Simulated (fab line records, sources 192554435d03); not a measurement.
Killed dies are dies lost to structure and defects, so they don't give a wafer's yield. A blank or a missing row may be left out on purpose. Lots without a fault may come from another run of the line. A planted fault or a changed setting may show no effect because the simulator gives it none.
Which tool did it? | flow n5_finfet | 13 lots, 39 wafers sampled, at 5 steps of a route of 1938

WHAT THE GAUGES READ, wafer by wafer
N5_DUMMY_GATE_INSPECT_27: inspects for defects (brightfield). Usual: raw_defect_count 328, standard deviation 77.
lot  | measured    | on                | raw_defect_count | flag
L222 | day 2 22:50 | defect_inspect-02 | 441 411 443      |
L223 | day 3 06:26 | defect_inspect-01 | 260 339 229      |
L224 | day 3 12:48 | defect_inspect-02 | 300 323 339      |
L225 | day 3 19:06 | defect_inspect-01 | 341 302 533      |
L226 | day 3 23:21 | defect_inspect-02 | 203 345 254      |
L227 | day 4 07:33 | defect_inspect-02 | 292 308 285      |
L228 | day 4 12:27 | defect_inspect-02 | 493 404 356      |
L229 | day 4 18:01 | defect_inspect-01 | 303 390 263      |
L240 | day 7 12:23 | defect_inspect-02 | 269 298 314      |
L241 | day 7 17:29 | defect_inspect-02 | 290 288 297      |
L242 | day 7 22:55 | defect_inspect-02 | 364 460 507      |
L243 | day 8 06:29 | defect_inspect-01 | 270 359 269      |
L244 | day 8 10:49 | defect_inspect-02 | 240 239 317      |

N5_SD_EPI_N_CD_MEAS_09: target cd 120 nm. Usual: cd_nm 120.1 nm, standard deviation 1.3.
lot  | measured    | on        | cd_nm (nm)        | flag
L222 | day 2 23:43 | cd_sem-02 | 119.2 119.8 120.1 |
L223 | day 3 07:26 | cd_sem-01 | 121.5 120.1 119.6 |
L224 | day 3 13:48 | cd_sem-03 | 122.1 120.8 122.5 |
L225 | day 3 20:00 | cd_sem-02 | 121.2 121.6 121.2 |
L226 | day 4 00:22 | cd_sem-03 | 121.0 120.3 120.1 |
L227 | day 4 08:33 | cd_sem-02 | 122.7 121.7 120.8 |
L228 | day 4 13:31 | cd_sem-01 | 121.3 121.2 123.0 |
L229 | day 4 19:01 | cd_sem-03 | 122.0 121.3 92.2  | OFF
L240 | day 7 13:23 | cd_sem-01 | 118.2 119.0 118.4 |
L241 | day 7 18:29 | cd_sem-01 | 118.9 118.1 119.0 |
L242 | day 7 23:48 | cd_sem-01 | 118.4 118.6 117.8 |
L243 | day 8 07:29 | cd_sem-03 | 119.9 118.9 118.7 |
L244 | day 8 13:11 | cd_sem-03 | 118.8 117.0 119.7 |

WHICH TOOL RAN EACH LOT (tool, then ch and the chambers of the sampled wafers, then the start)
lot  | N5_DUMMY_GATE_ETCH_44           | N5_SPACER0_ALD_08                | N5_SD_EPI_N_PEB_07
L222 | rie_si-06 ch 0,1, day 2 22:26   | ald_sin-01 ch 1,3, day 2 23:17   | litho_track-04 ch 0, day 2 23:39
L223 | rie_si-05 ch 0,1,2, day 3 05:56 | ald_sin-01 ch 0,1,3, day 3 06:53 | litho_track-04 ch 0, day 3 07:22
L224 | rie_si-01 ch 0,1,2, day 3 12:23 | ald_sin-01 ch 2,3, day 3 13:14   | litho_track-01 ch 0, day 3 13:44
L225 | rie_si-01 ch 0,1,2, day 3 18:42 | ald_sin-03 ch 1,2, day 3 19:32   | litho_track-01 ch 0, day 3 19:56
L226 | rie_si-01 ch 1,2, day 3 22:58   | ald_sin-01 ch 0,1,2, day 3 23:48 | litho_track-01 ch 0, day 4 00:17
L227 | rie_si-05 ch 1,2, day 4 07:02   | ald_sin-03 ch 1,2,3, day 4 07:59 | litho_track-01 ch 0, day 4 08:29
L228 | rie_si-06 ch 1,2, day 4 11:58   | ald_sin-03 ch 0,2,3, day 4 12:58 | litho_track-01 ch 0, day 4 13:27
L229 | rie_si-06 ch 1,2,3, day 4 17:37 | ald_sin-01 ch 0,1, day 4 18:28   | litho_track-01 ch 0, day 4 18:58
L240 | rie_si-01 ch 0,1,3, day 7 11:59 | ald_sin-03 ch 1,2,3, day 7 12:50 | litho_track-02 ch 0, day 7 13:19
L241 | rie_si-06 ch 1,2, day 7 16:50   | ald_sin-01 ch 0,3, day 7 17:55   | litho_track-04 ch 0, day 7 18:25
L242 | rie_si-06 ch 2,3, day 7 22:31   | ald_sin-04 ch 0,1, day 7 23:22   | litho_track-02 ch 0, day 7 23:44
L243 | rie_si-06 ch 0,2,3, day 8 05:53 | ald_sin-01 ch 0,1,3, day 8 06:55 | litho_track-04 ch 0, day 8 07:25
L244 | rie_si-06 ch 0,2, day 8 10:22   | ald_sin-01 ch 2,3, day 8 12:46   | litho_track-02 ch 0, day 8 13:07
- N5_DUMMY_GATE_ETCH_44: etches poly-Si in HBr/O2, stops on SiO2, target depth 127.5 nm.
- N5_SPACER0_ALD_08: deposits SiNx, target thk 2 nm.
- N5_SD_EPI_N_PEB_07: peb time 60 s.

WHAT THE TOOLS THEMSELVES READ (means of the sampled wafers that have a number; where no wafer has one, the mark that the record gives instead)
N5_DUMMY_GATE_ETCH_44. Usual: bias_w 20.00 W, standard deviation 0.064; drypump_motor_current_A 5.72 A, standard deviation 0.29; oes_product_au 0.729 a.u., standard deviation 0.012; throttle_valve_pct 18.45 %, standard deviation 0.28.
lot  | tool      | bias_w (W) | drypump_motor_current_A (A) | oes_product_au (a.u.) | throttle_valve_pct (%) | flag
L222 | rie_si-06 | 19.96      | 6.04                        | 0.739                 | 18.55                  |
L223 | rie_si-05 | 19.99      | 5.70                        | 0.729                 | 18.30                  |
L224 | rie_si-01 | 20.03      | 5.61                        | 0.711                 | 18.28                  |
L225 | rie_si-01 | 19.98      | 5.63                        | 0.724                 | 18.29                  |
L226 | rie_si-01 | 20.04      | 5.78                        | 0.712                 | 18.18                  |
L227 | rie_si-05 | 20.06      | 5.79                        | 0.713                 | 18.26                  |
L228 | rie_si-06 | 19.92      | 5.99                        | 0.726                 | 18.74                  |
L229 | rie_si-06 | 19.96      | 5.79                        | 0.737                 | 18.54                  |
L240 | rie_si-01 | 20.05      | 5.70                        | 0.730                 | 18.46                  |
L241 | rie_si-06 | 20.01      | 5.88                        | 0.725                 | 18.79                  |
L242 | rie_si-06 | 20.01      | 5.67                        | 0.736                 | 18.60                  |
L243 | rie_si-06 | 19.97      | 5.69                        | 0.744                 | 18.44                  |
L244 | rie_si-06 | 19.98      | 5.82                        | 0.731                 | 18.70                  |

N5_SPACER0_ALD_08. Usual: heater_power_w 803 W, standard deviation 60.
lot  | tool       | heater_power_w (W) | flag
L222 | ald_sin-01 | 804                |
L223 | ald_sin-01 | 757                |
L224 | ald_sin-01 | 791                |
L225 | ald_sin-03 | 772                |
L226 | ald_sin-01 | 771                |
L227 | ald_sin-03 | 818                |
L228 | ald_sin-03 | 856                |
L229 | ald_sin-01 | 726                |
L240 | ald_sin-03 | 831                |
L241 | ald_sin-01 | 739                |
L242 | ald_sin-04 | 815                |
L243 | ald_sin-01 | 764                |
L244 | ald_sin-01 | 808                |

N5_SD_EPI_N_PEB_07. Usual: heater_power_total_W 175.5 W, standard deviation 1.5.
lot  | tool           | heater_power_total_W (W) | flag
L222 | litho_track-04 | 174.8                    |
L223 | litho_track-04 | 174.2                    |
L224 | litho_track-01 | 175.8                    |
L225 | litho_track-01 | 176.8                    |
L226 | litho_track-01 | 176.0                    |
L227 | litho_track-01 | 174.6                    |
L228 | litho_track-01 | 176.1                    |
L229 | litho_track-01 | 204.1                    | OFF
L240 | litho_track-02 | 176.8                    |
L241 | litho_track-04 | 174.6                    |
L242 | litho_track-02 | 174.7                    |
L243 | litho_track-04 | 175.7                    |
L244 | litho_track-02 | 176.4                    |

THE ANSWER, worked out from the rows above alone
Rule: a lot is off if the mean of its wafers that have a number lies more than 3 standard deviations from the usual mean. A lot without any number at a reading at which 4 lots or more have one is off too. The other lots that the step has rows for count as sound. The gauges are gone through in route order, then the tools' own readings, and for those a lot's mean is taken as printed above. The first step at which some lot is off is used, and at that step the reading that is off furthest; a lot without a number counts as furthest.
Off: L229, at N5_SD_EPI_N_CD_MEAS_09 (cd_nm).
A tool fits if, at a process step before that reading, it ran every lot that is off, and no sound lot after the first of them. The gauges at N5_SD_EPI_N_CD_MEAS_09 aren't tried: what is off there is off at N5_SD_EPI_N_PEB_07 too, on other tools, and a gauge's error can't cause that. One fits: litho_track-01 at N5_SD_EPI_N_PEB_07. Its last sound lot is L228 (day 4 13:27), its first lot that is off L229 (day 4 18:58): a fault that began between those two fits.
The tool's own readings at N5_SD_EPI_N_PEB_07 bear it out: on the lots that are off they differ by more than 5 times the standard deviation of the sound lots' means. heater_power_total_W reads 204.1 W there against 175.5 W on the sound lots.

WHAT THE SIMULATOR HAD PUT IN
Process parameter drift: litho_track-01, from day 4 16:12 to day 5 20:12, at N5_SD_EPI_N_PEB_07. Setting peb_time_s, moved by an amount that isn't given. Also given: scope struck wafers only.
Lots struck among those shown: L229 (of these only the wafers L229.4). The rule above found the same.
